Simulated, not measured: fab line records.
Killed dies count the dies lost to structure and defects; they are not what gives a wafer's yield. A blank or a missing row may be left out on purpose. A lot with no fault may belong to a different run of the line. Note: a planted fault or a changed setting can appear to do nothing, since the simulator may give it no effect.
Which tool did it?    flow nand harc    36 wafers from 12 lots sampled at 5 of the route's 1302 steps

== WHAT EACH GAUGE READ, for each wafer ==
NHARC_P_ZERO_WELL_CD_MEAS_37: target cd 720 nm. Usual: cd nm reads 721.7 nm (standard deviation 2.1).
lot   measured      on         cd nm (nm)         flag
L543  day 2 00:30   cd sem-02  718.9 720.2 719.3  
L544  day 2 10:13   cd sem-01  719.5 720.4 719.8  
L546  day 3 06:05   cd sem-02  722.9 720.8 722.3  
L548  day 4 02:19   cd sem-01  723.2 722.2 723.3  
L549  day 4 12:08   cd sem-01  724.1 724.2 724.6  
L558  day 8 06:39   cd sem-03  720.0 723.1 721.6  
L559  day 8 16:19   cd sem-02  724.7 725.4 724.9  
L561  day 9 12:20   cd sem-02  724.2 719.8 720.9  
L562  day 9 22:11   cd sem-01  724.0 721.8 720.0  
L563  day 10 08:07  cd sem-02  719.9 719.8 717.6  
L564  day 10 18:07  cd sem-02  720.2 720.5 721.5  
L566  day 11 14:25  cd sem-03  721.5 723.0 722.6  

NHARC_P_STI_OVL_MEAS_10. Usual: overlay x nm -2 nm, standard deviation 6.5; overlay y nm 2 nm, standard deviation 6.3.
lot   measured      on          overlay x nm (nm)  overlay y nm (nm)  flag
L543  day 2 20:30   overlay-02  2 1 1              9 9 9              
L544  day 3 06:32   overlay-01  -11 -12 -12        -3 -4 -4           
L546  day 4 03:31   overlay-02  -2 -3 -3           -2 -2 -2           
L548  day 5 00:53   overlay-02  1 1 2              7 7 8              
L549  day 5 08:32   overlay-02  -1 0 -1            12 12 12           
L558  day 9 02:29   overlay-02  -10 -10 -10        -1 -2 -1           
L559  day 9 11:09   overlay-02  10 10 10           -4 -4 -4           
L561  day 10 10:39  overlay-02  -5 -5 -5           5 5 5              
L562  day 10 21:40  overlay-01  -10 -9 -10         -1 -1 -1           
L563  day 11 06:28  overlay-01  -5 -5 -5           7 6 6              
L564  day 11 13:43  overlay-01  -3 -2 -2           1 1 1              
L566  day 12 10:26  overlay-02  12 12 12           8 8 8              

NHARC_P_GATE_CD_MEAS_26: target cd 120 nm. Usual: cd nm reads 119.8 nm (standard deviation 0.61).
lot   measured      on         cd nm (nm)         flag
L543  day 5 03:53   cd sem-02  119.5 119.7 118.8  
L544  day 5 09:06   cd sem-03  120.2 119.5 119.3  
L546  day 6 10:10   cd sem-02  119.6 120.1 119.8  
L548  day 7 03:53   cd sem-03  117.8 119.9 120.0  
L549  day 7 15:26   cd sem-02  119.0 118.5 119.6  
L558  day 11 04:24  cd sem-03  113.4 112.8 112.6  OFF
L559  day 11 22:19  cd sem-03  111.9 113.0 113.2  OFF
L561  day 12 20:50  cd sem-01  120.6 120.3 120.4  
L562  day 13 08:14  cd sem-03  119.2 120.6 119.8  
L563  day 13 11:28  cd sem-02  120.8 120.5 120.2  
L564  day 14 00:11  cd sem-02  119.0 119.9 120.0  
L566  day 14 17:40  cd sem-01  120.2 119.0 120.3  

== EACH LOT AND THE TOOL THAT RAN IT (in order: tool; ch and the chambers of the sampled wafers; start) ==
lot   NHARC_P_GATE_DESCUM_13              NHARC_P_GATE_PEB_24
L543  rie diel-03 ch 1,3, day 4 11:32     litho track-06 ch 0, day 5 03:48
L544  rie diel-03 ch 0,1,3, day 4 18:35   litho track-01 ch 0, day 5 09:01
L546  rie diel-11 ch 0,1,2, day 5 20:49   litho track-01 ch 0, day 6 10:05
L548  rie diel-03 ch 0,1,3, day 6 13:04   litho track-06 ch 0, day 7 03:48
L549  rie diel-06 ch 0,1,2, day 6 20:25   litho track-04 ch 0, day 7 15:22
L558  rie diel-03 ch 0,1,3, day 10 14:23  litho track-06 ch 0, day 11 04:19
L559  rie diel-03 ch 2,3, day 11 02:36    litho track-06 ch 0, day 11 22:14
L561  rie diel-11 ch 0,1,3, day 12 05:28  litho track-04 ch 0, day 12 20:46
L562  rie diel-11 ch 1,2, day 12 16:22    litho track-04 ch 0, day 13 08:09
L563  rie diel-11 ch 0,1,2, day 12 21:17  litho track-04 ch 0, day 13 11:23
L564  rie diel-06 ch 0,3, day 13 04:01    litho track-04 ch 0, day 14 00:06
L566  rie diel-03 ch 1,3, day 14 00:17    litho track-04 ch 0, day 14 17:35
- NHARC_P_GATE_DESCUM_13: chemistry O2, time 3 s.
- NHARC_P_GATE_PEB_24: peb time 65 s.

== AS READ BY THE TOOLS THEMSELVES (means over the sampled wafers that have a number; for cases with no such wafer, the mark the record gives instead) ==
NHARC_P_GATE_DESCUM_13. Usual: drypump motor current A 5.6 A, standard deviation 0.39; o2 flow sccm 200.0 sccm, standard deviation 0.59; oes product au 1.001 a.u., standard deviation 0.011; rf vpp V 58.1 V, standard deviation 0.91; showerhead plenum p Torr 1.96 Torr, standard deviation 0.086; throttle valve pct 11.311 %, standard deviation 0.0087.
lot   tool         drypump motor current A (A)  o2 flow sccm (sccm)  oes product au (a.u.)  rf vpp V (V)  showerhead plenum p Torr (Torr)  throttle valve pct (%)  flag
L543  rie diel-03  5.6                          199.8                1.003                  58.3          2.03                             11.297                  
L544  rie diel-03  5.8                          200.6                1.010                  58.8          1.95                             11.311                  
L546  rie diel-11  5.6                          200.4                1.007                  57.1          1.98                             11.309                  
L548  rie diel-03  5.8                          200.7                0.995                  58.1          1.95                             11.321                  
L549  rie diel-06  5.5                          199.9                1.013                  58.5          2.01                             11.309                  
L558  rie diel-03  5.8                          200.3                1.002                  59.2          1.95                             11.303                  
L559  rie diel-03  5.5                          199.5                0.992                  58.3          1.93                             11.304                  
L561  rie diel-11  5.7                          199.3                1.006                  56.4          1.91                             11.316                  
L562  rie diel-11  5.6                          200.5                0.988                  58.7          2.03                             11.305                  
L563  rie diel-11  5.6                          199.8                0.990                  59.3          1.98                             11.302                  
L564  rie diel-06  5.4                          199.8                0.996                  58.2          2.02                             11.311                  
L566  rie diel-03  5.5                          200.1                0.993                  57.5          1.99                             11.310                  

NHARC_P_GATE_PEB_24. Usual: chill plate temp C reads 22.98 C (standard deviation 0.11).
lot   tool            chill plate temp C (C)  flag
L543  litho track-06  23.01                   
L544  litho track-01  22.84                   
L546  litho track-01  23.02                   
L548  litho track-06  23.00                   
L549  litho track-04  22.94                   
L558  litho track-06  22.84                   
L559  litho track-06  22.93                   
L561  litho track-04  22.99                   
L562  litho track-04  23.06                   
L563  litho track-04  23.00                   
L564  litho track-04  22.83                   
L566  litho track-04  22.90                   

== THE ANSWER, worked out from the rows above alone ==
Rule: a lot counts as off when the mean over its wafers that have a number is more than 3 standard deviations away from the usual mean. A lot without any number at a reading at which 4 lots or more have one is off too. All remaining lots with rows at the step are treated as sound. Order of review: gauges by route order, followed by the tools' own readings, for which a lot's mean as printed above is used. The first step at which some lot is off is used, and at that step the reading that is off furthest; a lot without a number counts as furthest.
Off, at NHARC_P_GATE_CD_MEAS_26 on cd nm: L558, L559.
A tool fits if, at a process step before that reading, it ran every lot that is off, and no sound lot after the first of them. Gauges at NHARC_P_GATE_CD_MEAS_26: tried the same way as those tools. One fits: NHARC_P_GATE_PEB_24 on litho track-06. A fault onset in the window from L548 (day 7 03:48, its last sound lot) to L558 (day 11 04:19, its first lot off) fits.

== WHAT THE SIMULATOR PUT IN ==
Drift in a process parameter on litho track-06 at NHARC_P_GATE_PEB_24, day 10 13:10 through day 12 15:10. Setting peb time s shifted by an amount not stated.
Struck lots among those shown: L558, L559. This agrees with what the rule above found.
